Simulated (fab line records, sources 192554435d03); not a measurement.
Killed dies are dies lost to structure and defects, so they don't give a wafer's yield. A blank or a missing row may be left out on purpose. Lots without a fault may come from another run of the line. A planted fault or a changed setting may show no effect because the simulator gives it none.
fab line records | flow n5_finfet
record lots=10 wafers=30 last_day=17
route steps=1938 shown BEOL_M4@1111 BEOL_M5@1170 PASSIVATION@1936
lots that met no fault: from a run of the same line without faults
start_h: hours from the record's first day to the start of the lot's first wafer shown | wait_h: hours since the lot's step before | " the same as in the row above | L1.1+2: a row that stands for several wafers | - no value, or no start given | * or withheld: withheld | < > ~ a bound
route shown NAME@n: a module of which the file shows steps, and the number in the route of the first | usual: mean/standard deviation of fault-free wafers | same: alike in all rows | chamber/n: place in a boat | sites: the reading at each site | _std_site: their standard deviation | _edge_site: outer sites' mean less inner sites' | radius_mm: how far each site lies from the wafer's centre | mask NAME#n: copy n | behind: the tool/chamber that last shaped the wafer | hold: why the lot was held/for how many hours/how that ended | device: the transistor (n, p or np) that didn't switch | end of line: the same wafers' tests at the end of the route | a step without rows: its recipe alone | killed: dies lost to structure and defects at the first sort, not the wafer's yield | map: a wafer's dies, x killed, . not, _ none there
set.NAME: the setting as run; set.NAME@STEP: as run at that earlier step | model.NAME: the simulator's own value behind a step, which no gauge read
steps of the route over a sample of lots; a table a step, a row a wafer
services: from which hour (start_h, from the record's first day; less than 0 if before it) a tool's chamber was out of use, for how many hours, and why
## steps
# step N5_BEOL_M4_RC_MEAS_101
# usual DIBL_N=35.8/1.8 DIBL_P=35.9/2.2 IOFF_N=0.16/0.035 IOFF_P=0.21/0.04 ION_N=672/11 ION_P=461/7.4 SS_N=71.4/0.64 SS_P=73.2/0.67 VT_N=250/3.5 VT_P=-251/3.4
# columns lot.wafer tool chamber start_h wait_h DIBL_N[mV/V] DIBL_P[mV/V] IOFF_N[nA/um] IOFF_P[nA/um] ION_N[uA/um] ION_P[uA/um] SS_N[mV/dec] SS_P[mV/dec] VT_N[mV] VT_P[mV]
L736.3 prober-01 0 183.41 0.3 34.9 36.2 0.17 0.23 675 468 71.4 74.0 247 -246
L736.4 " 0 " " 32.9 34.3 0.14 0.20 669 463 71.4 72.7 250 -250
L736.5 " 0 " " 34.9 36.9 0.17 0.25 677 476 71.0 72.8 245 -246
L739.3 prober-02 0 188.64 0.3 37.6 39.3 0.21 0.27 679 467 72.1 73.9 247 -246
L739.5 " 0 " " 34.5 35.6 0.15 0.21 670 459 71.0 72.9 250 -247
L739.6 " 0 " " 35.5 37.1 0.17 0.24 676 473 71.4 73.0 251 -248
L742.2 prober-01 0 209.22 0.2 36.0 35.7 0.15 0.20 665 462 71.5 72.8 254 -250
L742.4 " 0 " " 39.2 39.2 0.21 0.27 683 468 72.0 74.2 251 -248
L742.5 " 0 " " 38.9 39.0 0.20 0.25 676 470 72.2 73.1 248 -250
L745.3 prober-01 0 222.42 0.3 38.0 37.8 0.20 0.24 686 463 71.9 74.3 244 -250
L745.5 " 0 " " 38.2 37.2 0.20 0.23 677 461 72.3 73.8 248 -251
L745.6 " 0 " " 36.5 35.5 0.17 0.20 687 469 71.7 74.4 249 -252
L746.1 prober-02 0 238.77 0.0 35.6 35.6 0.14 0.18 674 455 71.6 73.2 249 -251
L746.3 " 0 " " 38.5 39.2 0.19 0.24 682 459 72.2 73.4 249 -249
L746.5 " 0 " " 37.0 37.5 0.18 0.21 685 465 72.7 73.6 249 -250
L747.1 prober-02 0 251.04 0.0 39.1 39.8 0.23 0.27 690 472 72.2 73.6 244 -248
L747.2 " 0 " " 34.3 33.5 0.12 0.17 665 457 70.7 73.1 254 -252
L747.3 " 0 " " 34.8 35.5 0.14 0.20 667 463 70.3 72.8 252 -248
L753.2 prober-01 0 280.65 0.2 37.3 36.3 0.18 0.21 672 458 72.0 73.2 248 -251
L753.3 " 0 " " 37.0 35.8 0.16 0.20 682 464 70.6 73.4 249 -251
L753.4 " 0 " " 32.9 31.6 0.11 0.15 661 456 70.9 72.5 252 -256
L755.1 prober-02 0 282.56 0.0 35.1 36.4 0.15 0.23 668 461 71.7 73.3 248 -248
L755.2 " 0 " " 36.7 38.3 0.19 0.26 679 472 72.2 72.9 246 -245
L755.4 " 0 " " 34.3 35.3 0.14 0.21 669 466 71.8 72.9 252 -248
L754.1 prober-01 0 284.90 0.0 37.0 36.5 0.16 0.22 673 455 71.6 73.1 251 -249
L754.2 " 0 " " 37.4 37.5 0.17 0.26 670 462 71.8 74.1 248 -245
L754.4 " 0 " " 36.3 36.1 0.17 0.22 671 463 71.5 73.4 250 -247
L756.2 prober-01 0 287.94 0.2 37.1 37.8 0.17 0.21 679 458 72.1 74.1 246 -251
L756.3 " 0 " " 36.5 36.8 0.15 0.20 674 468 71.4 73.9 251 -255
L756.4 " 0 " " 33.7 32.5 0.11 0.15 660 454 70.9 72.8 255 -255
# step N5_BEOL_M5_DEGAS_44
# recipe ambient=vacuum temp_c=250 time_s=60
# usual heater_power_w=335/25
# columns lot.wafer tool chamber start_h wait_h heater_power_w
L736.3 pvd_sputter-02 - 188.53 0.2 311
L736.4 " - " " 354
L736.5 " - " " 359
L739.3 pvd_sputter-03 - 193.73 0.2 304
L739.5 " - " " 390
L739.6 " - " " 322
L742.2 pvd_sputter-03 - 214.81 0.2 348
L742.4 " - " " 390
L742.5 " - " " 384
L745.3 pvd_sputter-03 - 231.49 0.6 300
L745.5 " - " " 393
L745.6 " - " " 344
L746.1 pvd_sputter-01 - 245.50 0.8 319
L746.3 " - " " 349
L746.5 " - " " 350
L747.1 pvd_sputter-01 - 258.69 0.3 355
L747.2 " - " " 310
L747.3 " - " " 343
L753.2 pvd_sputter-01 - 291.54 0.2 325
L753.3 " - " " 328
L753.4 " - " " 347
L755.1 pvd_sputter-01 - 292.03 0.3 348
L755.2 " - " " 337
L755.4 " - " " 316
L754.1 pvd_sputter-03 - 294.87 0.3 397
L754.2 " - " " 337
L754.4 " - " " 308
L756.2 pvd_sputter-01 - 296.53 0.8 350
L756.3 " - " " 314
L756.4 " - " " 328
# step N5_BEOL_M5_ANNEAL_49
# recipe temp_c=400 time_s=1800 ambient=vacuum
# usual heater_power_w=827/62
# columns lot.wafer tool chamber start_h wait_h heater_power_w
L736.3 pvd_sputter-01 - 189.15 0.0 813
L736.4 " - " " 853
L736.5 " - " " 813
L739.3 pvd_sputter-02 - 194.48 0.0 767
L739.5 " - " " 781
L739.6 " - " " 903
L742.2 pvd_sputter-03 - 215.81 0.0 784
L742.4 " - " " 805
L742.5 " - " " 860
L745.3 pvd_sputter-03 - 232.33 0.0 858
L745.5 " - " " 801
L745.6 " - " " 1010
L746.1 pvd_sputter-02 - 246.21 0.0 813
L746.3 " - " " 789
L746.5 " - " " 776
L747.1 pvd_sputter-02 - 259.75 0.0 899
L747.2 " - " " 768
L747.3 " - " " 753
L753.2 pvd_sputter-01 - 292.19 0.0 853
L753.3 " - " " 815
L753.4 " - " " 847
L755.1 pvd_sputter-02 - 292.88 0.0 780
L755.2 " - " " 880
L755.4 " - " " 763
L754.1 pvd_sputter-03 - 295.70 0.0 770
L754.2 " - " " 872
L754.4 " - " " 784
L756.2 pvd_sputter-01 - 297.39 0.0 865
L756.3 " - " " 781
L756.4 " - " " 799
# step N5_BEOL_M5_SPUTTER_81
# recipe material=Cu target_thk_a=150 temp_c=-20 chamber_pressure_pa=0.07 power_w=withheld time_s=27.62
# usual chuck_sensor_temp_C=-16.0/0.44 throttle_valve_pct=29.5/1.1
# columns lot.wafer tool chamber start_h wait_h chuck_sensor_temp_C throttle_valve_pct
L736.3 pvd_sputter-01 - 190.15 0.5 -15.2 29.4
L736.4 " - " " -16.0 28.0
L736.5 " - " " -15.2 29.0
L739.3 pvd_sputter-02 - 195.49 0.5 -15.7 30.1
L739.5 " - " " -15.7 30.5
L739.6 " - " " -16.7 29.3
L742.2 pvd_sputter-03 - 216.82 0.5 -16.1 28.4
L742.4 " - " " -16.0 28.6
L742.5 " - " " -16.3 28.7
L745.3 pvd_sputter-03 - 233.34 0.5 -16.2 29.0
L745.5 " - " " -16.3 28.6
L745.6 " - " " -15.8 31.0
L746.1 pvd_sputter-02 - 247.21 0.5 -16.6 30.2
L746.3 " - " " -15.7 30.1
L746.5 " - " " -15.9 31.3
L747.1 pvd_sputter-02 - 260.76 0.5 -16.6 29.5
L747.2 " - " " -15.7 30.4
L747.3 " - " " -15.8 31.0
L753.2 pvd_sputter-01 - 293.19 0.5 -16.2 27.8
L753.3 " - " " -15.2 29.4
L753.4 " - " " -15.6 30.7
L755.1 pvd_sputter-02 - 293.89 0.5 -15.6 30.3
L755.2 " - " " -16.6 28.8
L755.4 " - " " -15.8 31.0
L754.1 pvd_sputter-03 - 296.71 0.5 -16.0 28.9
L754.2 " - " " -16.4 28.5
L754.4 " - " " -16.4 28.6
L756.2 pvd_sputter-01 - 298.40 0.5 -15.6 30.5
L756.3 " - " " -16.4 27.7
L756.4 " - " " -15.1 29.0
# step N5_BEOL_M5_ECD_50
# recipe material=Cu target_thk_a=3000
# columns lot.wafer tool chamber start_h wait_h
L736.3+4+5 ecd_cu-02 1,0,0 193.55 0.1
L739.3+5+6 ecd_cu-02 0,1,0 198.89 0.1
L742.2+4+5 ecd_cu-02 0,1,0 220.19 0.1
L745.3+5+6 ecd_cu-02 0,0,1 236.74 0.1
L746.1+3+5 ecd_cu-02 0 250.59 0.1
L747.1+2+3 ecd_cu-02 1,0,0 264.14 0.1
L753.2+3+4 ecd_cu-01 1,0,1 296.57 0.1
L755.1+2+4 ecd_cu-02 1,0,1 297.27 0.1
L754.1+2+4 ecd_cu-02 1,0,0 300.09 0.1
L756.2+3+4 ecd_cu-02 1,0,1 307.01 0.1
# step N5_BEOL_M5_CMP_52
# recipe stop_on=SiCOH_lowk t_overpolish_s=6.9 down_force_psi=1 platen_rpm=50 clearing_platen_down_force_psi=1.5 clearing_platen_rpm=50 post_cmp_clean=cu_alkaline target_thk_nm=62 clearing_platen_pad_velocity_m_s=0.99484 pad_velocity_m_s=0.99484
# usual motor_current_A=6.1/0.72 retaining_ring_pressure_frac=1.000/0.0048 time_to_endpoint_s=61.5/2.9
# columns lot.wafer tool chamber start_h wait_h motor_current_A retaining_ring_pressure_frac time_to_endpoint_s
L736.4 cmp-01 3 195.17 0.1 6.7 1.000 59.9
L736.3 " 2 " " 6.7 1.006 60.2
L736.5 " 3 " " 6.5 1.005 62.6
L739.3 cmp-01 1 202.64 0.3 5.8 0.997 58.7
L739.6 " 1 " " 6.5 0.998 60.4
L739.5 " 2 " " 6.7 1.001 62.1
L742.4 cmp-03 3 221.36 0.1 4.7 0.994 61.0
L742.2 " 0 " " 6.7 0.998 60.0
L742.5 " 0 " " 6.8 0.996 59.1
L745.3 cmp-01 1 237.21 0.3 5.7 1.005 1.5
L745.5 " 2 " " 6.7 1.002 0.0
L745.6 " 3 " " 6.2 0.990 5.6
L746.1 cmp-03 0 250.97 0.3 7.0 0.993 0.0
L746.3 " 3 " " 4.7 1.002 0.8
L746.5 " 0 " " 6.6 0.993 0.9
L747.3 cmp-03 1 264.68 0.2 5.5 0.999 3.4
L747.1 " 3 " " 4.9 1.001 1.9
L747.2 " 0 " " 6.4 0.999 0.4
L753.4 cmp-01 1 296.95 0.1 5.7 0.996 59.1
L753.2 " 2 " " 6.7 0.999 64.5
L753.3 " 3 " " 6.3 0.997 63.6
L755.4 cmp-03 0 297.69 0.2 6.7 0.997 63.0
L755.2 " 1 " " 5.4 1.000 65.4
L755.1 " 2 " " 6.8 0.994 59.7
L754.2 cmp-01 3 300.70 0.3 6.4 1.000 59.4
L754.1 " 0 " " 5.2 0.999 57.3
L754.4 " 1 " " 6.1 1.008 58.1
L756.2 cmp-03 0 307.43 0.2 6.4 1.004 62.8
L756.4 " 1 " " 5.5 0.999 65.9
L756.3 " 2 " " 7.2 0.995 58.7
# step N5_PASSIVATION_PROBE_49
# usual defect_limited_yield=91.0/1.5 killed_at_M0_to_M3=34/9.1 killed_at_M4_up=14/5.7 killed_at_contacts=13/5.7 killed_at_front_end=42/12 killed_at_other=4/3.4 killed_dies=106/17 killed_on_rim=14/4.3 killed_open=70/13 killed_short=34/7.5 sort_bin_5_function=5.2/0.94 sort_bin_6_memory=3.4/0.69 sort_n_pass=1074/17 sort_yield_pct=91.0/1.5
# same gross_dies=1180 killed_at_back_side=0 sort_bin_4_leakage[%]=0 sort_bin_8_speed[%]=0
# columns lot.wafer tool chamber start_h wait_h defect_limited_yield[%] killed_at_M0_to_M3 killed_at_M4_up killed_at_contacts killed_at_front_end killed_at_other killed_dies killed_on_rim killed_open killed_short sort_bin_5_function[%] sort_bin_6_memory[%] sort_n_pass sort_yield_pct[%]
L745.3 prober-02 - 333.64 0.1 0 19 1109 11 22 19 1180 152 59 36 96.9 3.0 0 0
L745.5 prober-02 - 333.74 0.2 0 21 1098 15 38 8 1180 152 76 38 95.7 3.6 0 0
L745.6 prober-02 - 333.79 0.3 0 28 1081 14 50 7 1180 152 72 49 95.3 4.5 0 0
L746.1 prober-01 - 333.81 0.0 0 39 1095 13 29 4 1180 152 57 31 97.6 2.1 0 0
L746.3 prober-01 - 333.91 0.1 0 40 1086 13 38 3 1180 152 65 35 96.7 3.1 0 0
L746.5 prober-01 - 334.01 0.2 0 19 1066 27 53 15 1180 152 77 39 95.4 4.2 0 0
L747.1 prober-01 - 351.56 0.0 0 49 1094 8 27 2 1180 152 64 31 96.8 2.7 0 0
L747.2 prober-01 - 351.61 0.1 0 27 1092 13 47 1 1180 152 65 34 95.7 4.1 0 0
L747.3 prober-01 - 351.66 0.1 0 31 1081 10 55 3 1180 152 68 37 96.0 3.4 0 0
L754.1 prober-01 - 391.70 0.0 89.5 38 19 8 53 6 124 19 80 41 5.9 4.2 1056 89.5
L754.2 prober-01 - 391.75 0.1 90.5 21 13 5 70 3 112 12 85 26 5.7 3.7 1068 90.5
L754.4 prober-01 - 391.85 0.2 90.3 27 22 6 54 5 114 16 75 38 5.8 3.4 1066 90.3
# killed by level:class
L745.3 BEOL_M5:area_ecd=1085 MOL_CONTACT_COAG:geometric_particle:open=11 BEOL_M4:geometric_particle:open=10 GATE_CUT:geometric_particle:short=8 BEOL_M0_SAQP:geometric_particle:open=6 BEOL_M3:geometric_particle:open=6 BEOL_M4:geometric_particle:short=6 MIM_TOP_ETCH:geometric_particle:open=5
L745.5 BEOL_M5:area_ecd=1066 BEOL_M4:geometric_particle:open=19 MOL_CONTACT_COAG:geometric_particle:open=10 STI_FIN_REVEAL:geometric_particle:open=8 BEOL_M0_SAQP:geometric_particle:open=8 FIN_SAQP:geometric_particle:short=6 BEOL_M0_SAQP:geometric_particle:short=6 GATE_CUT:geometric_particle:short=5
L745.6 BEOL_M5:area_ecd=1058 BEOL_M4:geometric_particle:open=15 BEOL_M3:geometric_particle:open=12 FIN_SAQP:geometric_particle:short=11 MOL_CONTACT_COAG:geometric_particle:open=11 STI_FIN_REVEAL:geometric_particle:open=10 FIN_SAQP:geometric_particle:open=8 BEOL_M0_SAQP:geometric_particle:short=7
L746.1 BEOL_M5:area_ecd=1090 BEOL_M1:geometric_particle:open=13 MOL_CONTACT_COAG:geometric_particle:open=12 BEOL_M0_SAQP:geometric_particle:open=6 GATE_CUT:geometric_particle:short=5 BEOL_M0_SAQP:geometric_particle:short=5 BEOL_M1:geometric_particle:short=5 FIN_SAQP:geometric_particle:open=4
L746.3 BEOL_M5:area_ecd=1079 BEOL_M0_SAQP:geometric_particle:short=14 MOL_CONTACT_COAG:geometric_particle:open=11 STI_FIN_REVEAL:geometric_particle:open=8 BEOL_M0_SAQP:geometric_particle:open=8 BEOL_M1:geometric_particle:open=6 BEOL_M1:geometric_particle:short=5 BEOL_M2:geometric_particle:open=5
L746.5 BEOL_M5:area_ecd=1062 MOL_CONTACT_COAG:geometric_particle:open=18 STI_FIN_REVEAL:geometric_particle:open=15 FIN_SAQP:geometric_particle:open=11 MOL_CONTACT_COAG:geometric_particle:short=9 BEOL_M0_SAQP:geometric_particle:open=8 MIM_TOP_ETCH:geometric_particle:short=5 FIN_SAQP:geometric_particle:short=4
L747.1 BEOL_M5:area_ecd=1085 BEOL_M2:geometric_particle:open=12 STI_FIN_REVEAL:geometric_particle:open=10 BEOL_M0_SAQP:geometric_particle:short=9 MOL_CONTACT_COAG:geometric_particle:open=7 BEOL_M0_SAQP:geometric_particle:open=7 BEOL_M1:geometric_particle:open=7 GATE_CUT:geometric_particle:short=6
L747.2 BEOL_M5:area_ecd=1081 MOL_CONTACT_COAG:geometric_particle:open=11 STI_FIN_REVEAL:geometric_particle:open=10 BEOL_M2:geometric_particle:open=9 GATE_CUT:geometric_particle:short=8 GATE_CUT:geometric_particle:open=7 FIN_SAQP:geometric_particle:short=6 BEOL_M0_SAQP:geometric_particle:short=6
L747.3 BEOL_M5:area_ecd=1075 STI_FIN_REVEAL:geometric_particle:open=23 FIN_SAQP:geometric_particle:open=10 BEOL_M0_SAQP:geometric_particle:short=10 MOL_CONTACT_COAG:geometric_particle:open=9 BEOL_M0_SAQP:geometric_particle:open=9 FIN_SAQP:geometric_particle:short=6 GATE_CUT:geometric_particle:short=6
L754.1 BEOL_M3:geometric_particle:open=13 DUMMY_GATE:geometric_particle:open=12 BEOL_M4:geometric_particle:open=11 FIN_SAQP:geometric_particle:short=9 BEOL_M0_SAQP:geometric_particle:short=9 STI_FIN_REVEAL:geometric_particle:open=8 BEOL_M0_SAQP:geometric_particle:open=7 FIN_SAQP:geometric_particle:open=5
L754.2 DUMMY_GATE:geometric_particle:open=18 STI_FIN_REVEAL:geometric_particle:open=17 FIN_SAQP:geometric_particle:open=16 BEOL_M4:geometric_particle:open=10 BEOL_M0_SAQP:geometric_particle:open=7 BEOL_M0_SAQP:geometric_particle:short=6 GATE_CUT:geometric_particle:open=5 DUMMY_GATE:geometric_particle:short=4
L754.4 FIN_SAQP:geometric_particle:open=13 BEOL_M4:geometric_particle:open=11 FIN_SAQP:geometric_particle:short=10 STI_FIN_REVEAL:geometric_particle:open=8 DUMMY_GATE:geometric_particle:open=6 GATE_CUT:geometric_particle:short=6 MOL_CONTACT_COAG:geometric_particle:open=6 BEOL_M0_SAQP:geometric_particle:short=6
## services
# columns tool chamber start_h hours kind
cmp-01 - 173.70 4.0 pm
cmp-01 - 177.70 - consumable_replace:conditioner
cmp-01 - 177.70 - consumable_replace:pad
cmp-01 - 190.44 1.3 repair
cmp-03 - 204.80 1.4 repair
ecd_cu-01 - 211.78 2.0 repair
ecd_cu-01 - 252.78 7.3 pm
cmp-01 - 255.04 5.6 pm
cmp-01 - 262.95 15.5 pm
cmp-03 - 298.82 4.0 pm
cmp-03 - 302.82 - consumable_replace:conditioner
cmp-03 - 302.82 - consumable_replace:pad
ecd_cu-01 - 304.44 2.8 repair
## key
first_sign step=N5_BEOL_M5_CMP_52 reading=time_to_endpoint_s direction=down sigmas=20 usual=* struck=*
effect step=N5_PASSIVATION_PROBE_49 reading=killed_at_M4_up direction=up sigmas=99+ usual=14 struck=1089
more_kills_born_at N5_BEOL_M5_ECD_50@ecd_cu-02=9681
met_at N5_BEOL_M5_ECD_50
struck_lots L745,L746,L747
later_rows_left_out L745.3,L745.5,L745.6,L746.1,L746.3,L746.5,L747.1,L747.2,L747.3
not_acting_at N5_BEOL_M5_DEGAS_44,N5_BEOL_M5_ANNEAL_49,N5_BEOL_M5_SPUTTER_81
onset_between 220.19 236.74
fault kind=skipped_step_whole tool=ecd_cu-02 chamber=- onset_h=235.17 steps=N5_BEOL_M5_ECD_50 scope=struck_lots_only
# later_rows_left_out: the simulator's readings of these wafers behind a module that went badly wrong aren't trusted and aren't shown, but for the sort
